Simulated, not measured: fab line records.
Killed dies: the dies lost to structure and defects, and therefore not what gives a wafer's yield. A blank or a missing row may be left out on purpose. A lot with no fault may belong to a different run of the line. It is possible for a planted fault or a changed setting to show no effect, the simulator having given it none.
The tool behind it: which one? | flow nand_harc | Sampling: 12 lots, 36 wafers, 6 of 1302 route steps

## WHAT EACH GAUGE READ, for each wafer
NHARC_P_ZERO_WELL_CD_MEAS_24: the cd target is 720 nm.
lot  | measured     | on        | cd_nm (nm)
L144 | day 2 08:35  | cd_sem-01 | 718.1 722.3 720.8
L146 | day 3 04:42  | cd_sem-02 | 651.4 651.2 652.5
L150 | day 4 21:15  | cd_sem-03 | 720.0 721.7 720.4
L156 | day 7 08:29  | cd_sem-02 | 719.9 719.6 721.1
L157 | day 7 18:32  | cd_sem-02 | 720.6 720.7 719.0
L158 | day 8 04:57  | cd_sem-01 | 717.9 720.2 719.0
L160 | day 9 00:43  | cd_sem-01 | 722.1 718.9 719.5
L161 | day 9 10:37  | cd_sem-03 | 717.8 717.8 720.1
L162 | day 9 20:41  | cd_sem-01 | 717.6 720.1 720.1
L163 | day 10 10:52 | cd_sem-02 | 722.3 722.2 718.9
L164 | day 10 16:32 | cd_sem-01 | 718.2 720.0 719.5
L166 | day 11 12:35 | cd_sem-03 | 721.5 720.2 718.9

NHARC_P_STI_INSPECT_11.
lot  | measured     | on                | raw_defect_count
L144 | day 3 09:19  | defect_inspect-02 | 9 7 10
L146 | day 4 02:18  | defect_inspect-02 | 6 5 5
L150 | day 5 17:17  | defect_inspect-02 | 6 2 5
L156 | day 8 05:28  | defect_inspect-02 | 8 2 3
L157 | day 8 15:10  | defect_inspect-02 | 3 7 3
L158 | day 9 02:58  | defect_inspect-02 | 4 5 8
L160 | day 10 00:38 | defect_inspect-02 | 1 5 3
L161 | day 10 06:16 | defect_inspect-01 | 1 0 5
L162 | day 10 17:06 | defect_inspect-01 | 5 8 9
L163 | day 11 12:03 | defect_inspect-02 | 7 7 11
L164 | day 11 12:05 | defect_inspect-01 | 7 6 6
L166 | day 12 08:40 | defect_inspect-02 | 2 5 2

NHARC_END_SORT_01.
lot  | measured     | on        | killed_at_array | killed_at_other | killed_at_periphery | killed_dies | killed_open | killed_short
L146 | day 26 13:32 | prober-01 | 35 29 32        | 0 1 0           | 8 7 5               | 43 37 37    | 6 4 8       | 1 1 1

## EACH LOT AND THE TOOL THAT RAN IT (in order: tool; ch and the chambers of the sampled wafers; start)
lot  | NHARC_P_ZERO_WELL_EXPOSE_21       | NHARC_P_STI_DESCUM_14              | NHARC_P_GATE_ETCHBACK_37
L144 | krf_scanner-01 ch 0, day 2 08:25  | rie_diel-07 ch 0,2,3, day 3 09:26  | rie_diel-10 ch 0,1,3, no start
L146 | krf_scanner-04 ch 0, day 3 04:33  | rie_diel-07 ch 1,2,3, day 4 02:26  | rie_diel-03 ch 0,1,3, day 26 13:32 or earlier
L150 | krf_scanner-02 ch 0, day 4 21:06  | rie_diel-06 ch 1,3, day 5 17:25    | rie_diel-03 ch 0,2,3, no start
L156 | krf_scanner-04 ch 0, day 7 08:20  | rie_diel-07 ch 1,2,3, day 8 05:35  | rie_diel-01 ch 0,1,2, no start
L157 | krf_scanner-02 ch 0, day 7 18:23  | rie_diel-07 ch 1,2,3, day 8 15:19  | rie_diel-03 ch 0,1,3, no start
L158 | krf_scanner-01 ch 0, day 8 04:47  | rie_diel-04 ch 0,1,2, day 9 03:06  | rie_diel-10 ch 1,2, no start
L160 | krf_scanner-04 ch 0, day 9 00:34  | rie_diel-04 ch 0,1,2, day 10 00:46 | rie_diel-01 ch 1,2,3, no start
L161 | krf_scanner-02 ch 0, day 9 10:28  | rie_diel-06 ch 1,2,3, day 10 06:26 | rie_diel-01 ch 0,1,2, no start
L162 | krf_scanner-01 ch 0, day 9 20:32  | rie_diel-06 ch 0,3, day 10 17:14   | rie_diel-10 ch 1,3, no start
L163 | krf_scanner-02 ch 0, day 10 10:43 | rie_diel-07 ch 2,3, day 11 12:11   | rie_diel-01 ch 0,1,2, no start
L164 | krf_scanner-02 ch 0, day 10 16:23 | rie_diel-06 ch 0,3, day 11 12:13   | rie_diel-10 ch 0,2,3, no start
L166 | krf_scanner-02 ch 0, day 11 12:26 | rie_diel-06 ch 0,1,3, day 12 08:49 | rie_diel-01 ch 0,1,2, no start
- NHARC_P_ZERO_WELL_EXPOSE_21: exposes mask P NWELL, target cd 720 nm.
- NHARC_P_STI_DESCUM_14: chemistry O2, time 3 s.
- NHARC_P_GATE_ETCHBACK_37: etches the open film in CHF3/O2, target depth 34.5 nm, time 17.2 s.

## WHAT THE TOOLS THEMSELVES READ (means of the sampled wafers that have a number; where no wafer has one, the mark that the record gives instead)
NHARC_P_STI_DESCUM_14.
lot  | tool        | drypump_motor_current_A (A) | oes_product_au (a.u.) | rf_vpp_V (V) | showerhead_plenum_p_Torr (Torr) | throttle_valve_pct (%)
L144 | rie_diel-07 | 6.0                         | 1.012                 | 57.9         | 1.92                            | 11.311
L146 | rie_diel-07 | 5.8                         | 1.006                 | 57.5         | 1.92                            | 11.312
L150 | rie_diel-06 | 5.7                         | 1.004                 | 57.5         | 1.96                            | 11.316
L156 | rie_diel-07 | 5.8                         | 0.996                 | 57.2         | 1.91                            | 11.300
L157 | rie_diel-07 | 5.8                         | 0.986                 | 57.6         | 1.91                            | 11.315
L158 | rie_diel-04 | 5.4                         | 0.996                 | 57.4         | 1.95                            | 11.305
L160 | rie_diel-04 | 5.4                         | 0.989                 | 58.0         | 1.95                            | 11.309
L161 | rie_diel-06 | 5.8                         | 0.998                 | 58.0         | 1.90                            | 11.312
L162 | rie_diel-06 | 5.6                         | 0.996                 | 57.9         | 1.93                            | 11.303
L163 | rie_diel-07 | 6.2                         | 0.998                 | 57.5         | 1.98                            | 11.313
L164 | rie_diel-06 | 5.6                         | 1.011                 | 58.5         | 1.93                            | 11.308
L166 | rie_diel-06 | 5.8                         | 1.008                 | 57.8         | 1.96                            | 11.305

NHARC_P_GATE_ETCHBACK_37.
lot  | tool        | drypump_motor_current_A (A) | oes_product_au (a.u.) | rf_vpp_V (V) | showerhead_plenum_p_Torr (Torr) | throttle_valve_pct (%)
L144 | rie_diel-10 | 5.7                         | 0.918                 | 372.1        | 2.44                            | 20.575
L146 | rie_diel-03 | 5.9                         | 0.935                 | 370.4        | 2.41                            | 20.562
L150 | rie_diel-03 | 5.5                         | 0.926                 | 370.5        | 2.41                            | 20.581
L156 | rie_diel-01 | 5.5                         | 0.942                 | 370.2        | 2.39                            | 20.567
L157 | rie_diel-03 | 5.9                         | 0.927                 | 371.0        | 2.41                            | 20.564
L158 | rie_diel-10 | 5.6                         | 1.008                 | 370.9        | 2.40                            | 20.559
L160 | rie_diel-01 | 5.5                         | 0.926                 | 369.6        | 2.38                            | 20.564
L161 | rie_diel-01 | 5.5                         | 0.928                 | 369.9        | 2.39                            | 20.569
L162 | rie_diel-10 | 5.6                         | 0.945                 | 369.7        | 2.36                            | 20.570
L163 | rie_diel-01 | 5.5                         | 0.931                 | 370.7        | 2.39                            | 20.576
L164 | rie_diel-10 | 5.8                         | 0.933                 | 371.1        | 2.45                            | 20.568
L166 | rie_diel-01 | 5.5                         | 0.984                 | 369.9        | 2.38                            | 20.565

## THE ANSWER, worked out from the rows above alone
Rule: the usual values come from the lots themselves. Put in order of their means at a reading, lots are off if they are a third of the lots or fewer, leave a main group of 4 or more, and stand apart from it by a gap of 3 or more times the standard deviation of the main group's means; of several such gaps the widest counts. The tables above print the reading to a certain number of digits; a main group whose means all agree to those digits is not used. A lot without any number at a reading at which 4 lots or more have one is off too. Any other lot the step has rows for is counted as sound. The gauges are gone through in route order, then the tools' own readings, and for those a lot's mean is taken as printed above. The first step at which some lot is off is used, and at that step the reading that is off furthest; a lot without a number counts as furthest.
Off: L146 (NHARC_P_ZERO_WELL_CD_MEAS_24, cd_nm). For the main group the mean is 719.9 nm and the standard deviation 0.74.
If a tool, at a process step before that reading, ran all the lots that are off and no sound lot after the first of them, it fits. Gauges at NHARC_P_ZERO_WELL_CD_MEAS_24: tried the same way as those tools. Not one of the candidates tried fits.

## WHAT THE SIMULATOR PUT IN
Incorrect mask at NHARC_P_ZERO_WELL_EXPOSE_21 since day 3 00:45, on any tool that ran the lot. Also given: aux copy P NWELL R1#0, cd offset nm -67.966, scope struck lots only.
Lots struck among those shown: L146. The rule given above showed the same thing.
